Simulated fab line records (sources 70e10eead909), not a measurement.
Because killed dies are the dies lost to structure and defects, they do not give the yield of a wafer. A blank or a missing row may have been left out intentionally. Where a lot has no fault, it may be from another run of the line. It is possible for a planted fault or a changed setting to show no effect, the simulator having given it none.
Problem report in the 8D (eight disciplines) form, filled by code | flow nand harc | the parts of the form that need people (team, actions taken, sign-off) are left out

## 1. WHAT IS WRONG
exposure dose mJ cm2 at NHARC_P_GATE_EXPOSE_08 reads a mean of 16.393 on 9 wafers of 3 lots; wafers without a fault read 16.751 with a standard deviation of 0.018. That puts it -20 standard deviations away from the usual mean.
The step: exposes mask P HV.
Earliest sighting: wafer L935.1 on krf scanner-04 at day 10 11:46. The record holds 39 wafers of 13 lots with a number at this step. By rule, "out" or "out of limits" means more than 4 standard deviations away from the usual mean. Any other wafer with a number is counted as sound.

## 2. WHAT IT IS, AND WHAT IT ISN'T
question                    | is                     | is not
which readings at this step | exposure dose mJ cm2   | -
which lots                  | L935, L937, L939       | L921, L922, L923, L926, L927, L929, L930, L931, L943, L944
which wafers of those lots  | all that have a number | -
read on which tools         | krf scanner-04         | krf scanner-02, krf scanner-03
when                        | from day 10 11:46      | up to then (24 sound wafers); but 6 sound wafers of L943, L944 came after

## 3. THE SUSPECTS, EACH WITH WHAT RULES IT OUT
Counting: a tool at any process step up to the reading remains a suspect when it ran all the lots that are out and ran no sound lot after the first of those.
- krf scanner-04 at NHARC_P_GATE_EXPOSE_08 (exposes mask P HV): kept. Every lot that is out went through it, starting with L935 (day 10 11:46), and after that it ran no sound lot; the last sound lot it ran before then is L930 (day 7 23:23). Its own readings are out on those wafers: exposure dose mJ cm2.
The count leaves krf scanner-04 at NHARC_P_GATE_EXPOSE_08.

## 4. THE CAUSE (what the simulator had put in)
Process parameter drift: krf scanner-04, from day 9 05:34 on, at NHARC_P_GATE_EXPOSE_08. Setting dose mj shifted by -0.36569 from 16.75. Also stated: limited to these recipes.
Only this tool survived the counting.

## 5. THE CHAIN OF EFFECTS, in route order
One row per reading whose mean, taken over the struck wafers that have a number, lies over 3 standard deviations from the usual. Scope: only readings with a usual standard deviation given in the record; hours: median across lots of the time from each lot's start at the first step in this table that gives one to its start at this step; sigmas: change in usual standard deviations.
hours | step                   | reading              | usual  | on struck wafers | change | sigmas
0     | NHARC_P_GATE_EXPOSE_08 | exposure dose mJ cm2 | 16.751 | 16.393           | -0.358 | -20
Its process steps:
- NHARC_P_GATE_EXPOSE_08: exposes mask P HV.
Later steps that measure or inspect, where all struck wafers having a row at the step show a number for every such reading and not one has moved that far: NHARC_END_SORT_01.

## 6. HOW IT WOULD HAVE BEEN CAUGHT EARLIER
In this record the first reading out of limits was taken at day 10 11:46, 30 hours after the fault began at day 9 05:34.
